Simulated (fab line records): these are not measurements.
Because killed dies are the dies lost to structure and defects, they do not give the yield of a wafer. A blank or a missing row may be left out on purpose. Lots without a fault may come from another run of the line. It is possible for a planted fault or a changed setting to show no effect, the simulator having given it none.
Which of the tools did it? | flow n5 finfet | 24 wafers from 8 lots sampled at 4 of the route's 1938 steps

== WHAT THE GAUGES READ, wafer by wafer ==
N5_SD_ACTIVATION_INSPECT_02: inspects for defects (darkfield).
lot  | measured    | on                | raw defect count
L273 | day 3 15:30 | defect inspect-01 | 171 141 233
L279 | day 5 02:53 | defect inspect-01 | 148 143 150
L281 | day 5 14:14 | defect inspect-02 | 164 223 162
L282 | day 5 17:33 | defect inspect-02 | 166 641 263
L283 | day 5 23:02 | defect inspect-02 | 193 726 215
L294 | day 8 17:02 | defect inspect-02 | 164 178 165
L295 | day 9 01:02 | defect inspect-02 | 187 241 220
L296 | day 9 05:43 | defect inspect-02 | 258 211 218

== WHICH TOOL RAN EACH LOT (tool, then ch and the chambers of the sampled wafers, then the start) ==
lot  | N5_SPACER0_ALD_07                | N5_SD_EPI_N_ETCH_35               | N5_SD_EPI_N_SD_RECESS_17
L273 | ald sin-01 ch 0,3, day 3 02:50   | rie diel-05 ch 0,1,3, day 3 03:59 | rie si-06 ch 2,3, day 3 04:35
L279 | ald sin-01 ch 0,1,3, day 4 15:12 | rie diel-01 ch 0,1,3, day 4 16:20 | rie si-04 ch 1,2,3, day 4 16:56
L281 | ald sin-04 ch 1,2, day 5 01:47   | rie diel-01 ch 0,1,2, day 5 02:56 | rie si-01 ch 0,1,3, day 5 03:32
L282 | ald sin-04 ch 1,3, day 5 06:15   | rie diel-05 ch 0,1, day 5 07:28   | rie si-04 ch 0,1, day 5 08:04
L283 | ald sin-04 ch 0,2,3, day 5 11:41 | rie diel-06 ch 0,1, day 5 12:43   | rie si-04 ch 0,1,2, day 5 13:18
L294 | ald sin-04 ch 0,1,2, day 8 07:01 | rie diel-01 ch 1,2,3, day 8 08:10 | rie si-04 ch 0,2,3, day 8 08:46
L295 | ald sin-01 ch 0,2,3, day 8 14:37 | rie diel-01 ch 1,2,3, day 8 15:52 | rie si-06 ch 0,1,2, day 8 16:28
L296 | ald sin-03 ch 2,3, day 8 19:08   | rie diel-06 ch 0,1, day 8 20:19   | rie si-06 ch 0,1,2, day 8 20:54
- N5_SPACER0_ALD_07: deposits SiNx, target thk 2 nm.
- N5_SD_EPI_N_ETCH_35: etches SOC in N2/H2, overetch 108 nm, time 486 s.
- N5_SD_EPI_N_SD_RECESS_17: chemistry HBr/Cl2/O2, target depth 41 nm, time 23.7 s, bt time 3 s.

== THE ANSWER, worked out from the rows above alone ==
Rule: usual is defined by the lots themselves. The widest of any qualifying gaps counts: lots, ordered by their means at a reading, are off when they make up no more than a third of the lots, leave a main group of 4 or more, and stand apart from it by 3 or more times the standard deviation of that group's means. If all means in a main group match to the digits the tables above print for the reading, that group is not used. Also off: a lot with no number at a reading for which 4 or more lots have one. Any other lot the step has rows for is counted as sound.
Off: L282, L283, at N5_SD_ACTIVATION_INSPECT_02 (raw defect count). The main group: mean 188, standard deviation 28.
A tool fits if, at a process step before that reading, it ran every lot that is off, and no sound lot after the first of them. Gauges at N5_SD_ACTIVATION_INSPECT_02: tried the same way as those tools. None of those tried fits.

== WHAT THE SIMULATOR HAD INSERTED ==
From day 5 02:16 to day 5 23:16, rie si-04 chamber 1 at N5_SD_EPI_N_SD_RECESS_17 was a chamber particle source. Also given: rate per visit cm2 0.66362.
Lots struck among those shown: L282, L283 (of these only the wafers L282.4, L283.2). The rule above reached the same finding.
